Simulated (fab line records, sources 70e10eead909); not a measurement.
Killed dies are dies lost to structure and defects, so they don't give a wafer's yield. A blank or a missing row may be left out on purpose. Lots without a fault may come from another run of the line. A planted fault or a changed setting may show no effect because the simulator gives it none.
fab line records | flow nand_harc
record lots=24 wafers=72 last_day=24
route steps=1159 shown A_STAIRCASE@584
lots that met no fault: from a run of the same line without faults
start_h: hours from the record's first day to the start of the lot's first wafer shown | wait_h: hours since the lot's step before | " the same as in the row above | L1.1+2: a row that stands for several wafers | - no value, or no start given | * or withheld: withheld | < > ~ a bound
route shown NAME@n: a module of which the file shows steps, and the number in the route of the first | usual: mean/standard deviation of fault-free wafers | same: alike in all rows | chamber/n: place in a boat | sites: the reading at each site | _std_site: their standard deviation | _edge_site: outer sites' mean less inner sites' | radius_mm: how far each site lies from the wafer's centre | mask NAME#n: copy n | behind: the tool/chamber that last shaped the wafer | hold: why the lot was held/for how many hours/how that ended | device: the transistor (n, p or np) that didn't switch | end of line: the same wafers' tests at the end of the route | a step without rows: its recipe alone | killed: dies lost to structure and defects at the first sort, not the wafer's yield | map: a wafer's dies, x killed, . not, _ none there
set.NAME: the setting as run; set.NAME@STEP: as run at that earlier step | model.NAME: the simulator's own value behind a step, which no gauge read
steps of the route over a sample of lots; a table a step, a row a wafer
services: from which hour (start_h, from the record's first day; less than 0 if before it) a tool's chamber was out of use, for how many hours, and why
## steps
# step NHARC_A_STAIRCASE_ETCH_190
# recipe target_depth_a=1000 time_s=40.5 ion_energy_ev=400 c4f8_flow_sccm=20 o2_flow_sccm=10 ar_flow_sccm=withheld rf_w=600 bias_w=1000 chemistry=C4F8/O2
# usual chamber_pressure_mTorr=24.998/0.02 oes_product_au=0.940/0.011 rf_vpp_V=897/4.9
# columns lot.wafer tool chamber start_h wait_h chamber_pressure_mTorr oes_product_au rf_hours_counter_h rf_vpp_V
L074.1 rie_diel-08 3 - - 25.000 0.934 37 893
L074.5 " 2 " " 25.027 0.935 - 890
L074.6 " 3 " " 25.004 0.939 - 895
L075.4 rie_diel-08 1 - - 24.987 0.927 44 899
L075.2 " 2 " " 25.013 0.918 35 891
L075.1 " 0 " " 24.981 0.929 42 903
L077.1 rie_diel-13 0 - - 25.012 0.950 63 886
L077.5 " 0 " " 25.009 0.947 - 887
L077.6 " 1 " " 25.000 0.953 - 892
L078.1 rie_diel-13 1 - - 25.007 0.944 65 894
L078.2 " 3 " " 24.998 0.930 26 900
L078.6 " 0 " " 25.002 0.922 - 887
L076.4 rie_diel-08 3 - - 25.015 0.944 46 893
L076.2 " 0 " " 24.965 0.945 46 904
L076.6 " 3 " " 25.017 0.949 - 894
L079.3 rie_diel-05 0 - - 25.037 0.944 35 903
L079.1 " 2 " " 24.992 0.948 34 898
L079.2 " 3 " " 24.982 0.943 35 897
L080.2 rie_diel-08 0 - - 24.995 0.941 56 903
L080.6 " 1 " " 24.994 0.926 - 900
L080.5 " 2 " " 25.002 0.947 - 890
L082.1 rie_diel-13 2 - - 24.975 0.937 1 896
L082.3 " 0 " " 25.009 0.935 1 905
L082.6 " 2 " " 24.979 0.944 - 897
L081.1 rie_diel-05 2 - - 24.985 0.924 42 895
L081.6 " 3 " " 24.952 0.922 - 897
L081.5 " 2 " " 25.031 0.933 - 896
L083.4 rie_diel-05 0 - - 25.024 0.959 42 904
L083.6 " 0 " " 24.999 0.958 - 902
L083.5 " 1 " " 24.985 0.951 - 903
L084.4 rie_diel-13 1 - - 24.997 0.952 8 892
L084.1 " 0 " " 24.993 0.945 8 906
L084.6 " 2 " " 25.037 0.947 - 897
L086.2 rie_diel-08 3 - - 24.993 0.940 1 893
L086.6 " 3 " " 25.020 0.944 - 892
L086.5 " 0 " " 25.020 0.973 - 901
L085.4 rie_diel-05 0 - - 25.005 0.954 51 903
L085.2 " 3 " " 25.005 0.947 53 898
L085.6 " 1 " " 24.981 0.948 - 902
L087.1 rie_diel-05 0 - - 24.974 0.945 55 903
L087.4 " 3 " " 24.976 0.933 58 897
L087.6 " 1 " " 24.968 0.937 - 901
L089.3 rie_diel-13 0 - - 25.004 0.944 19 906
L089.4 " 3 " " 24.985 0.927 19 899
L089.6 " 1 " " 24.984 0.934 - 893
L090.1 rie_diel-08 1 - - 24.969 0.933 10 899
L090.5 " 2 " " 24.993 0.934 - 888
L090.6 " 3 " " 24.988 0.943 - 892
L091.3 rie_diel-05 0 - - 24.995 0.941 58 905
L091.1 " 2 " " 24.959 0.940 62 898
L091.6 " 1 " " 24.983 0.923 - 902
L088.4 rie_diel-13 2 - - 24.967 0.949 18 898
L088.3 " 0 " " 24.996 0.948 21 906
L088.5 " 2 " " 25.011 0.951 - 898
L095.1 rie_diel-13 1 - - 24.999 0.930 29 892
L095.6 " 1 " " 24.967 0.933 - 893
L095.5 " 2 " " 24.982 0.945 - 898
L093.1 rie_diel-13 2 - - 25.006 0.932 26 896
L093.4 " 3 " " 24.967 0.952 29 900
L093.2 " 0 " " 24.992 0.930 29 905
L094.3 rie_diel-08 3 - - 25.004 0.934 18 892
L094.2 " 0 " " 25.011 0.940 20 901
L094.6 " 1 " " 24.988 0.937 - 898
L092.1 rie_diel-13 3 - - 24.988 0.922 30 899
L092.6 " 3 " " 24.945 0.927 - 899
L092.5 " 0 " " 25.009 0.924 - 904
L096.4 rie_diel-05 0 - - 24.950 0.931 8 903
L096.3 " 2 " " 25.029 0.934 8 895
L096.6 " 1 " " 24.989 0.929 - 902
L097.3 rie_diel-05 0 - - 25.016 0.943 9 904
L097.5 " 2 " " 25.011 0.952 - 895
L097.6 " 3 " " 24.999 0.943 - 896
# step NHARC_A_STAIRCASE_TRIM_198
# recipe time_s=211.2 o2_flow_sccm=500 ar_flow_sccm=0 bias_w=0 chemistry=O2
# usual chamber_pressure_mTorr=60.00/0.058 drypump_motor_current_A=5.9/0.32 oes_product_au=0.999/0.0063 rf_vpp_V=57.9/0.99 showerhead_plenum_p_Torr=3.57/0.13 throttle_valve_pct=17.038/0.009
# columns lot.wafer tool chamber start_h wait_h chamber_pressure_mTorr drypump_motor_current_A oes_product_au rf_hours_counter_h rf_vpp_V showerhead_plenum_p_Torr throttle_valve_pct
L074.1 rie_diel-13 1 - - 59.94 6.2 0.992 57 57.6 3.45 17.039
L074.6 " 1 " " 59.95 6.3 1.005 - 59.5 3.45 17.048
L074.5 " 2 " " 60.01 5.8 0.996 - 58.2 3.57 17.050
L075.2 rie_diel-05 1 - - 60.12 5.9 1.005 29 58.3 3.71 17.061
L075.1 " 3 " " 59.94 6.3 1.005 30 57.8 3.57 17.062
L075.4 " 0 " " 59.97 6.1 1.007 29 60.2 3.75 17.032
L077.1 rie_diel-13 0 - - 59.99 5.9 0.986 64 57.0 3.28 17.037
L077.5 " 1 " " 59.94 6.2 1.001 - 56.5 3.45 17.037
L077.6 " 2 " " 60.06 5.8 1.002 - 57.6 3.57 17.024
L078.1 rie_diel-13 2 - - 60.02 5.8 0.999 62 58.6 3.56 17.038
L078.2 " 0 " " 60.06 5.9 0.995 65 57.1 3.28 17.033
L078.6 " 0 " " 60.06 5.9 0.998 - 56.6 3.28 17.041
L076.2 rie_diel-13 0 - - 59.86 5.9 1.007 66 57.8 3.28 17.034
L076.4 " 0 " " 60.01 5.9 0.996 - 59.1 3.28 17.044
L076.6 " 2 " " 60.05 5.8 1.002 - 57.0 3.56 17.049
L079.1 rie_diel-05 2 - - 59.96 5.6 1.003 35 56.3 3.55 17.046
L079.3 " 3 " " 59.99 6.3 0.997 36 57.3 3.57 17.040
L079.2 " 0 " " 60.05 6.1 0.998 36 60.8 3.75 17.024
L080.2 rie_diel-05 3 - - 60.03 6.3 1.007 43 57.5 3.56 17.030
L080.5 " 1 " " 60.01 5.9 1.001 - 60.6 3.71 17.033
L080.6 " 3 " " 59.99 6.3 0.995 - 57.3 3.56 17.044
L082.1 rie_diel-08 3 - - 60.02 5.7 1.001 55 58.0 3.44 17.039
L082.3 " 0 " " 60.06 6.0 0.996 57 55.2 3.67 17.052
L082.6 " 3 " " 60.03 5.7 1.003 - 57.8 3.44 17.026
L081.1 rie_diel-13 3 - - 59.98 6.4 1.004 1 59.0 3.66 17.033
L081.6 " 0 " " 60.03 5.9 1.000 - 59.6 3.81 17.038
L081.5 " 1 " " 60.12 6.2 1.011 - 57.4 3.44 17.036
L083.4 rie_diel-05 2 - - 60.00 5.6 1.000 45 56.0 3.54 17.040
L083.5 " 1 " " 60.08 5.9 0.993 - 58.8 3.71 17.049
L083.6 " 2 " " 59.98 5.7 1.006 - 57.9 3.54 17.049
L084.1 rie_diel-13 2 - - 60.03 5.8 1.007 9 56.8 3.56 17.042
L084.4 " 3 " " 60.09 6.3 0.997 8 59.3 3.65 17.042
L084.6 " 0 " " 60.00 5.9 0.998 - 58.4 3.80 17.037
L086.2 rie_diel-08 2 - - 60.03 5.6 0.997 1 58.6 3.37 17.034
L086.6 " 0 " " 60.13 6.0 0.989 - 58.2 3.67 17.030
L086.5 " 1 " " 59.99 5.2 0.989 - 57.5 3.61 17.022
L085.4 rie_diel-08 0 - - 59.99 6.0 1.002 2 58.0 3.67 17.029
L085.2 " 2 " " 60.01 5.6 1.002 2 57.7 3.37 17.045
L085.6 " 1 " " 60.06 5.2 1.006 - 56.8 3.61 17.051
L087.1 rie_diel-08 3 - - 59.90 5.7 0.999 7 57.8 3.43 17.042
L087.4 " 2 " " 60.07 5.6 1.001 8 59.5 3.36 17.052
L087.6 " 0 " " 59.94 6.0 1.000 - 57.7 3.66 17.035
L089.3 rie_diel-08 0 - - 60.03 6.0 1.001 8 57.9 3.66 17.046
L089.4 " 3 " " 59.97 5.7 1.003 7 58.3 3.43 17.051
L089.6 " 1 " " 59.99 5.2 1.002 - 58.2 3.61 17.031
L090.1 rie_diel-08 3 - - 60.05 5.6 0.999 10 57.8 3.43 17.044
L090.6 " 2 " " 59.99 5.6 1.001 - 57.3 3.36 17.042
L090.5 " 3 " " 59.95 5.7 1.001 - 57.5 3.43 17.044
L091.1 rie_diel-05 3 - - 60.02 6.3 0.990 61 58.7 3.55 17.043
L091.3 " 1 " " 60.01 5.9 1.004 58 56.9 3.69 17.052
L091.6 " 3 " " 59.97 6.3 1.005 - 56.6 3.55 17.039
L088.3 rie_diel-13 1 - - 59.94 6.2 1.000 22 56.8 3.43 17.040
L088.4 " 2 " " 59.99 5.8 1.001 18 56.4 3.55 17.039
L088.5 " 0 " " 59.97 5.9 0.998 - 58.8 3.80 17.034
L095.1 rie_diel-05 0 - - 59.95 6.1 0.994 3 57.5 3.73 17.048
L095.6 " 2 " " 59.95 5.6 0.999 - 57.8 3.53 17.041
L095.5 " 3 " " 60.00 6.3 0.986 - 57.9 3.55 17.034
L093.4 rie_diel-08 1 - - 59.97 5.2 0.990 18 58.1 3.60 17.031
L093.2 " 3 " " 60.02 5.7 0.998 18 57.4 3.43 17.019
L093.1 " 0 " " 60.06 6.0 0.995 19 58.0 3.66 17.032
L094.3 rie_diel-08 0 - - 59.92 6.0 0.991 20 58.8 3.66 17.047
L094.2 " 2 " " 59.97 5.6 1.000 19 56.7 3.36 17.039
L094.6 " 1 " " 59.99 5.2 0.991 - 56.5 3.60 17.024
L092.1 rie_diel-13 2 - - 59.96 5.8 1.011 27 58.4 3.55 17.027
L092.6 " 3 " " 60.07 6.4 0.995 - 58.1 3.64 17.038
L092.5 " 0 " " 60.02 5.9 1.010 - 57.6 3.79 17.030
L096.3 rie_diel-13 1 - - 59.91 6.3 1.004 36 59.4 3.43 17.025
L096.4 " 3 " " 60.00 6.3 1.002 36 59.0 3.64 17.059
L096.6 " 1 " " 59.95 6.2 0.991 - 56.8 3.43 17.042
L097.3 rie_diel-05 1 - - 60.05 5.9 0.995 8 56.4 3.69 17.052
L097.5 " 0 " " 60.07 6.1 0.997 - 57.8 3.73 17.042
L097.6 " 1 " " 60.02 5.9 0.995 - 57.1 3.69 17.021
# step NHARC_A_STAIRCASE_TRIM_235
# recipe time_s=211.2 o2_flow_sccm=500 ar_flow_sccm=0 bias_w=0 chemistry=O2
# usual chamber_pressure_mTorr=59.99/0.051 drypump_motor_current_A=5.8/0.31 oes_product_au=0.998/0.0065 rf_vpp_V=57.9/0.88 showerhead_plenum_p_Torr=3.55/0.13 throttle_valve_pct=17.036/0.0083
# columns lot.wafer tool chamber start_h wait_h chamber_pressure_mTorr drypump_motor_current_A oes_product_au rf_hours_counter_h rf_vpp_V showerhead_plenum_p_Torr throttle_valve_pct
L074.1 rie_diel-05 3 - - 60.04 6.3 1.006 25 58.4 3.57 17.031
L074.6 " 1 " " 59.93 5.9 0.998 - 58.5 3.71 17.045
L074.5 " 2 " " 59.97 5.6 1.001 - 57.5 3.55 17.036
L075.2 rie_diel-08 1 - - 60.00 5.2 0.995 45 59.7 3.62 17.023
L075.4 " 2 " " 59.93 5.6 1.000 37 58.1 3.38 17.055
L075.1 " 3 " " 60.02 5.7 1.011 44 57.9 3.45 17.038
L077.1 rie_diel-08 2 - - 60.00 5.6 0.989 38 57.3 3.38 17.042
L077.6 " 3 " " 59.90 5.7 1.005 - 58.2 3.44 17.033
L077.5 " 0 " " 60.00 6.0 1.008 - 57.6 3.68 17.036
L078.1 rie_diel-08 1 - - 60.07 5.2 0.992 48 57.2 3.62 17.042
L078.2 " 2 " " 59.90 5.6 0.986 40 57.0 3.38 17.036
L078.6 " 0 " " 59.95 6.0 0.996 - 57.5 3.68 17.032
L076.2 rie_diel-13 0 - - 60.00 5.9 0.996 69 58.1 3.28 17.046
L076.4 " 1 " " 60.09 6.3 1.001 69 57.5 3.44 17.042
L076.6 " 0 " " 59.98 5.9 0.989 - 57.4 3.28 17.027
L079.2 rie_diel-08 3 - - 60.12 5.7 1.005 49 58.2 3.44 17.028
L079.3 " 0 " " 60.08 6.0 1.003 50 59.1 3.67 17.024
L079.1 " 2 " " 60.03 5.6 0.987 42 56.2 3.37 17.044
L080.2 rie_diel-05 0 - - 59.95 6.1 1.011 42 57.6 3.74 17.038
L080.5 " 1 " " 59.99 5.9 0.998 - 59.0 3.71 17.030
L080.6 " 2 " " 59.95 5.6 0.998 - 58.2 3.54 17.036
L082.3 rie_diel-08 0 - - 60.03 6.0 1.000 59 58.3 3.67 17.037
L082.1 " 2 " " 59.99 5.6 0.988 50 59.4 3.37 17.032
L082.6 " 2 " " 59.98 5.6 0.985 - 57.9 3.37 17.027
L081.1 rie_diel-13 1 - - 60.00 6.2 1.000 4 56.7 3.44 17.028
L081.6 " 0 " " 59.98 5.9 1.003 - 57.5 3.81 17.040
L081.5 " 1 " " 60.02 6.2 0.992 - 57.2 3.44 17.039
L083.4 rie_diel-05 1 - - 60.01 5.9 1.000 42 58.6 3.70 17.040
L083.6 " 1 " " 60.00 5.9 0.992 - 57.2 3.70 17.033
L083.5 " 2 " " 60.05 5.7 0.999 - 57.6 3.54 17.039
L084.1 rie_diel-05 1 - - 59.97 5.9 1.011 48 58.1 3.70 17.048
L084.4 " 0 " " 60.08 6.1 1.001 50 58.6 3.74 17.039
L084.6 " 2 " " 59.98 5.6 1.005 - 59.0 3.54 17.042
L086.2 rie_diel-05 0 - - 60.03 6.1 1.012 52 59.7 3.74 17.047
L086.5 " 2 " " 60.04 5.6 0.997 - 58.2 3.54 17.035
L086.6 " 3 " " 59.99 6.3 0.992 - 57.5 3.56 17.038
L085.2 rie_diel-08 3 - - 60.09 5.7 1.001 5 57.6 3.43 17.024
L085.6 " 1 " " 59.93 5.2 0.990 - 57.9 3.61 17.021
L085.4 " 3 " " 60.04 5.7 0.999 - 58.2 3.43 17.041
L087.4 rie_diel-08 3 - - 60.00 5.7 0.996 9 57.3 3.43 17.036
L087.1 " 2 " " 60.00 5.6 0.989 10 57.3 3.36 17.044
L087.6 " 0 " " 60.03 6.0 1.000 - 58.0 3.66 17.041
L089.4 rie_diel-08 2 - - 60.03 5.6 1.000 10 56.9 3.36 17.027
L089.3 " 3 " " 60.03 5.7 1.002 9 57.0 3.43 17.024
L089.6 " 1 " " 60.00 5.2 0.992 - 58.0 3.61 17.032
L090.1 rie_diel-13 2 - - 60.02 5.8 1.008 20 57.7 3.55 17.034
L090.5 " 1 " " 59.99 6.3 1.001 - 58.2 3.43 17.035
L090.6 " 2 " " 59.99 5.8 1.010 - 58.1 3.55 17.040
L091.1 rie_diel-08 0 - - 60.01 6.0 1.006 12 57.0 3.66 17.023
L091.3 " 1 " " 59.94 5.2 0.988 12 57.1 3.61 17.021
L091.6 " 1 " " 60.04 5.2 0.998 - 58.6 3.61 17.038
L088.3 rie_diel-08 3 - - 60.00 5.7 1.001 12 56.8 3.43 17.029
L088.4 " 2 " " 59.94 5.6 0.989 13 57.3 3.36 17.046
L088.5 " 0 " " 59.99 6.0 0.999 - 57.4 3.66 17.042
L095.1 rie_diel-08 1 - - 60.05 5.2 0.987 20 58.9 3.60 17.016
L095.5 " 1 " " 59.97 5.2 1.002 - 58.3 3.60 17.035
L095.6 " 2 " " 59.98 5.6 1.001 - 56.5 3.36 17.043
L093.4 rie_diel-08 3 - - 59.93 5.7 0.996 20 56.5 3.42 17.026
L093.2 " 0 " " 60.04 6.0 0.991 22 57.6 3.66 17.044
L093.1 " 1 " " 60.03 5.2 0.980 21 57.0 3.60 17.033
L094.3 rie_diel-08 3 - - 60.03 5.7 1.004 20 56.6 3.42 17.053
L094.2 " 0 " " 60.05 6.0 0.992 22 58.5 3.66 17.026
L094.6 " 2 " " 59.97 5.6 0.987 - 57.0 3.36 17.015
L092.1 rie_diel-05 2 - - 59.96 5.6 1.007 6 58.1 3.53 17.043
L092.5 " 0 " " 59.87 6.1 0.998 - 57.8 3.73 17.043
L092.6 " 1 " " 60.00 5.9 0.998 - 58.5 3.69 17.040
L097.3 rie_diel-13 1 - - 60.06 6.3 1.004 38 58.5 3.42 17.037
L097.5 " 2 " " 59.92 5.8 1.005 - 59.4 3.54 17.039
L097.6 " 3 " " 59.91 6.4 1.004 - 57.9 3.63 17.043
L096.3 rie_diel-08 3 - - 60.04 5.7 0.997 26 55.3 3.42 17.041
L096.4 " 1 " " 60.01 5.2 0.995 25 57.5 3.60 17.043
L096.6 " 3 " " 59.99 5.7 1.004 - 57.1 3.42 17.029
# step NHARC_A_STAIRCASE_DEP_301
# recipe target_thk_a=300 target_thk_nm=30 temp_c=400 pressure_torr=3.5 flow_sccm=200 rf_w=350 material=SiON
# usual heater_power_w=746/82
# columns lot.wafer tool chamber start_h wait_h heater_power_w
L074.1 pecvd-02 2 250.42 1.6 732
L074.6 " 2 " " 727
L074.5 " 0 " " 771
L075.2 pecvd-02 1 266.15 1.3 736
L075.1 " 2 " " 842
L075.4 " 2 " " 818
L077.1 pecvd-02 2 273.44 1.6 774
L077.6 " 0 " " 823
L077.5 " 1 " " 789
L078.1 pecvd-02 0 277.33 1.6 765
L078.2 " 1 " " 688
L078.6 " 0 " " 802
L076.2 pecvd-04 1 280.56 1.3 751
L076.6 " 2 " " 612
L076.4 " 0 " " 756
L079.2 pecvd-04 0 283.49 1.3 744
L079.1 " 1 " " 718
L079.3 " 2 " " 612
L080.2 pecvd-02 1 306.68 1.4 666
L080.6 " 0 " " 777
L080.5 " 1 " " 680
L082.1 pecvd-02 1 307.87 1.5 710
L082.3 " 0 " " 729
L082.6 " 2 " " 805
L081.1 pecvd-04 0 309.71 1.6 722
L081.5 " 0 " " 731
L081.6 " 1 " " 710
L083.4 pecvd-02 1 315.91 0.7 719
L083.5 " 2 " " 838
L083.6 " 0 " " 700
L084.1 pecvd-03 1 326.77 1.7 815
L084.6 " 1 " " 808
L084.4 " 2 " " 964
L086.2 pecvd-02 2 330.33 1.3 801
L086.6 " 2 " " 779
L086.5 " 0 " " 779
L085.2 pecvd-02 0 333.67 1.3 674
L085.4 " 0 " " 683
L085.6 " 1 " " 791
L087.1 pecvd-03 2 349.10 1.6 936
L087.4 " 2 " " 951
L087.6 " 0 " " 636
L089.3 pecvd-04 2 353.33 1.0 643
L089.4 " 0 " " 727
L089.6 " 2 " " 523
L090.1 pecvd-02 2 357.96 1.5 813
L090.6 " 2 " " 792
L090.5 " 1 " " 806
L091.3 pecvd-03 2 358.15 0.9 790
L091.1 " 0 " " 732
L091.6 " 0 " " 604
L088.3 pecvd-04 1 359.84 1.0 810
L088.4 " 0 " " 657
L088.5 " 1 " " 793
L095.1 pecvd-02 2 372.70 1.6 686
L095.6 " 2 " " 730
L095.5 " 0 " " 832
L093.2 pecvd-04 2 375.20 1.3 563
L093.1 " 0 " " 687
L093.4 " 1 " " 815
L094.2 pecvd-02 1 376.98 1.2 734
L094.3 " 0 " " 764
L094.6 " 2 " " 822
L092.1 pecvd-03 0 380.56 1.6 701
L092.6 " 2 " " 896
L092.5 " 0 " " 683
L096.3 pecvd-03 1 388.90 1.0 798
L096.6 " 0 " " 599
L096.4 " 1 " " 833
L097.3 pecvd-04 2 390.28 1.0 647
L097.6 " 2 " " 627
L097.5 " 0 " " 767
# step NHARC_A_STAIRCASE_ETCHBACK_416
# recipe target_depth_a=360 time_s=7.2 c4f8_flow_sccm=withheld o2_flow_sccm=8 ar_flow_sccm=withheld rf_w=600 bias_w=800 chemistry=C4F8/O2/Ar
# usual chamber_pressure_mTorr=25.000/0.023 oes_product_au=0.94/0.032 rf_vpp_V=725/3.9
# columns lot.wafer tool chamber start_h wait_h chamber_pressure_mTorr oes_product_au rf_hours_counter_h rf_vpp_V
L074.1 rie_diel-05 2 - - 24.992 0.93 31 724
L074.5 " 0 " " 24.954 0.93 - 730
L074.6 " 1 " " 25.000 0.92 - 728
L075.2 rie_diel-05 3 273.71 2.5 24.983 0.92 39 723
L075.1 " 1 " " 25.014 0.93 35 729
L075.4 " 2 " " 24.986 0.94 39 724
L077.1 rie_diel-05 2 - - 24.972 0.94 40 723
L077.6 " 1 " " 24.985 0.92 - 729
L077.5 " 2 " " 25.005 0.93 - 724
L078.2 rie_diel-08 1 - - 25.049 0.92 56 725
L078.1 " 2 " " 24.993 0.92 45 720
L078.6 " 0 " " 25.008 0.93 - 726
L076.4 rie_diel-13 2 - - 24.966 1.00 1 723
L076.2 " 1 " " 25.010 1.00 1 720
L076.6 " 2 " " 24.977 1.01 - 724
L079.2 rie_diel-05 2 - - 25.025 0.93 43 723
L079.3 " 3 " " 25.027 0.92 43 724
L079.1 " 1 " " 24.996 0.92 38 729
L080.2 rie_diel-08 1 - - 24.971 0.99 0 726
L080.6 " 1 " " 24.963 0.99 - 726
L080.5 " 2 " " 25.001 0.99 - 719
L082.3 rie_diel-05 2 - - 25.024 0.93 52 724
L082.1 " 3 " " 25.031 0.93 52 724
L082.6 " 0 " " 25.010 0.92 - 730
L081.1 rie_diel-08 1 - - 25.008 0.92 1 726
L081.6 " 2 " " 24.995 0.92 - 717
L081.5 " 3 " " 24.976 0.91 - 722
L083.6 rie_diel-08 1 - - 24.995 0.99 - 724
L083.4 " 2 " " 24.991 1.00 - 719
L083.5 " 3 " " 25.014 0.99 - 721
L084.1 rie_diel-05 3 - - 24.999 0.92 57 723
L084.4 " 2 " " 24.975 0.92 59 723
L084.6 " 0 " " 24.949 0.93 - 729
L086.2 rie_diel-13 3 - - 24.960 1.00 20 727
L086.6 " 2 " " 25.001 0.99 - 725
L086.5 " 3 " " 25.003 0.99 - 727
L085.2 rie_diel-08 1 - - 24.977 0.92 10 726
L085.4 " 2 " " 24.980 0.92 11 718
L085.6 " 0 " " 24.992 0.92 - 728
L087.4 rie_diel-08 3 - - 24.973 0.98 17 720
L087.1 " 0 " " 24.993 0.99 19 727
L087.6 " 1 " " 24.988 0.98 - 725
L089.4 rie_diel-13 2 - - 25.022 0.93 26 725
L089.3 " 0 " " 25.009 0.92 30 731
L089.6 " 2 " " 24.981 0.93 - 723
L091.1 rie_diel-08 3 - - 25.024 0.93 20 720
L091.3 " 0 " " 24.964 0.91 22 728
L091.6 " 2 " " 24.977 0.93 - 717
L090.1 rie_diel-08 3 - - 25.028 0.92 20 720
L090.5 " 1 " " 24.977 0.92 - 726
L090.6 " 2 " " 25.062 0.92 - 716
L088.4 rie_diel-13 3 - - 24.959 0.92 33 728
L088.3 " 0 " " 25.000 0.92 32 732
L088.5 " 0 " " 25.007 0.91 - 731
L095.1 rie_diel-05 2 - - 25.004 0.93 10 723
L095.5 " 3 " " 25.057 0.92 - 725
L095.6 " 0 " " 25.008 0.92 - 729
L093.1 rie_diel-08 3 - - 24.996 0.93 27 719
L093.4 " 0 " " 24.990 0.92 27 728
L093.2 " 1 " " 25.017 0.92 26 726
L094.3 rie_diel-13 3 - - 25.007 0.99 42 726
L094.2 " 2 " " 25.000 1.01 36 723
L094.6 " 0 " " 24.978 0.98 - 731
L092.1 rie_diel-13 1 386.67 1.6 24.978 0.92 41 720
L092.6 " 3 " " 25.018 0.93 - 727
L092.5 " 0 " " 25.009 0.91 - 731
L096.4 rie_diel-05 0 - - 24.988 1.00 18 728
L096.3 " 3 " " 25.039 0.99 18 724
L096.6 " 0 " " 24.982 1.00 - 729
L097.3 rie_diel-08 0 - - 24.963 0.93 32 728
L097.5 " 0 " " 24.994 0.94 - 727
L097.6 " 1 " " 24.997 0.92 - 725
# step NHARC_A_STAIRCASE_STRIP_446
# recipe power_w=1500 temp_c=250 chemistry=O2
# usual drypump_motor_current_A=5.8/0.48 heater_power_w=333/30
# columns lot.wafer tool chamber start_h wait_h drypump_motor_current_A heater_power_w rf_hours_counter_h
L074.1 plasma_asher-02 0 298.39 0.1 5.2 309 37
L074.5 " 1 " " 6.4 348 -
L074.6 " 0 " " 5.2 310 -
L075.2 plasma_asher-01 0 312.45 0.0 5.4 306 9
L075.1 " 1 " " 6.1 374 9
L075.4 " 1 " " 6.1 371 -
L077.1 plasma_asher-02 0 312.73 0.0 5.2 301 41
L077.6 " 0 " " 5.2 319 -
L077.5 " 1 " " 6.4 345 -
L078.2 plasma_asher-02 0 322.73 0.3 5.2 303 44
L078.1 " 1 " " 6.4 355 44
L078.6 " 1 " " 6.4 353 -
L076.2 plasma_asher-01 0 322.89 0.1 5.4 312 11
L076.4 " 0 " " 5.4 313 -
L076.6 " 1 " " 6.1 374 -
L079.2 plasma_asher-01 1 323.39 0.0 6.1 377 11
L079.1 " 0 " " 5.3 307 11
L079.3 " 1 " " 6.1 372 -
L082.1 plasma_asher-01 1 351.59 0.0 6.1 368 23
L082.3 " 1 " " 6.1 381 -
L082.6 " 0 " " 5.4 315 -
L080.2 plasma_asher-01 0 352.00 0.1 5.3 306 23
L080.6 " 0 " " 5.4 304 -
L080.5 " 1 " " 6.1 368 -
L081.1 plasma_asher-02 0 353.51 0.1 5.2 311 55
L081.5 " 1 " " 6.4 339 -
L081.6 " 0 " " 5.2 310 -
L083.4 plasma_asher-01 0 363.60 0.2 5.4 299 -
L083.5 " 1 " " 6.1 368 -
L083.6 " 0 " " 5.4 301 -
L084.1 plasma_asher-02 0 371.65 0.0 5.2 304 0
L084.4 " 1 " " 6.4 343 -
L084.6 " 1 " " 6.4 347 -
L086.2 plasma_asher-01 0 371.83 0.0 5.4 313 33
L086.6 " 0 " " 5.4 307 -
L086.5 " 1 " " 6.1 365 -
L085.2 plasma_asher-01 0 375.97 0.0 5.4 309 36
L085.4 " 1 " " 6.1 378 -
L085.6 " 0 " " 5.4 307 -
L089.4 plasma_asher-01 1 398.91 0.4 6.1 367 -
L089.3 " 0 " " 5.4 304 -
L089.6 " 0 " " 5.3 305 -
L087.1 plasma_asher-01 0 399.15 0.6 5.3 307 45
L087.4 " 1 " " 6.1 368 -
L087.6 " 1 " " 6.1 377 -
L088.4 plasma_asher-01 1 404.50 0.1 6.1 368 -
L088.3 " 0 " " 5.3 303 -
L088.5 " 1 " " 6.1 376 -
L090.1 plasma_asher-02 1 404.59 0.0 6.4 345 10
L090.6 " 1 " " 6.4 341 -
L090.5 " 0 " " 5.2 301 -
L091.1 plasma_asher-02 0 404.87 0.2 5.2 305 11
L091.3 " 1 " " 6.4 341 -
L091.6 " 0 " " 5.2 300 -
L095.1 plasma_asher-02 1 418.28 0.0 6.4 341 14
L095.5 " 1 " " 6.4 343 -
L095.6 " 0 " " 5.2 301 -
L093.2 plasma_asher-01 0 418.29 0.0 5.3 301 51
L093.1 " 1 " " 6.1 381 51
L093.4 " 1 " " 6.1 367 -
L094.2 plasma_asher-02 0 419.72 0.0 5.2 305 15
L094.3 " 0 " " 5.2 311 -
L094.6 " 0 " " 5.2 305 -
L092.1 plasma_asher-01 0 434.37 0.2 5.3 304 56
L092.6 " 1 " " 6.1 370 -
L092.5 " 0 " " 5.4 306 -
L096.3 plasma_asher-02 0 445.15 0.1 5.3 307 -
L096.4 " 1 " " 6.4 356 -
L096.6 " 0 " " 5.2 307 -
L097.3 plasma_asher-01 0 445.39 0.2 5.4 301 -
L097.6 " 1 " " 6.1 375 -
L097.5 " 0 " " 5.4 310 -
## services
# columns tool chamber start_h hours kind
rie_diel-13 1 219.31 4.5 repair
rie_diel-08 - 219.92 0.8 repair
rie_diel-08 0 232.13 - clean
rie_diel-08 1 232.13 - clean
rie_diel-08 2 232.13 - clean
plasma_asher-02 - 232.42 1.0 repair
pecvd-02 2 233.49 16.3 repair
rie_diel-13 3 261.93 3.9 repair
rie_diel-05 1 263.63 6.6 repair
pecvd-03 - 267.46 0.8 repair
plasma_asher-01 - 276.00 9.0 pm
rie_diel-13 - 276.14 9.0 pm
pecvd-03 - 288.20 2.5 repair
pecvd-03 - 292.00 13.0 pm
pecvd-02 1 318.95 13.3 repair
rie_diel-08 3 325.44 4.3 repair
pecvd-02 - 334.89 13.0 pm
rie_diel-05 - 341.54 9.0 pm
plasma_asher-02 - 360.65 9.0 pm
rie_diel-05 2 373.55 2.0 repair
pecvd-04 - 376.80 13.0 pm
pecvd-04 - 391.06 0.7 repair
plasma_asher-02 - 395.19 6.6 repair
pecvd-03 - 423.70 0.7 repair
## key
fault none
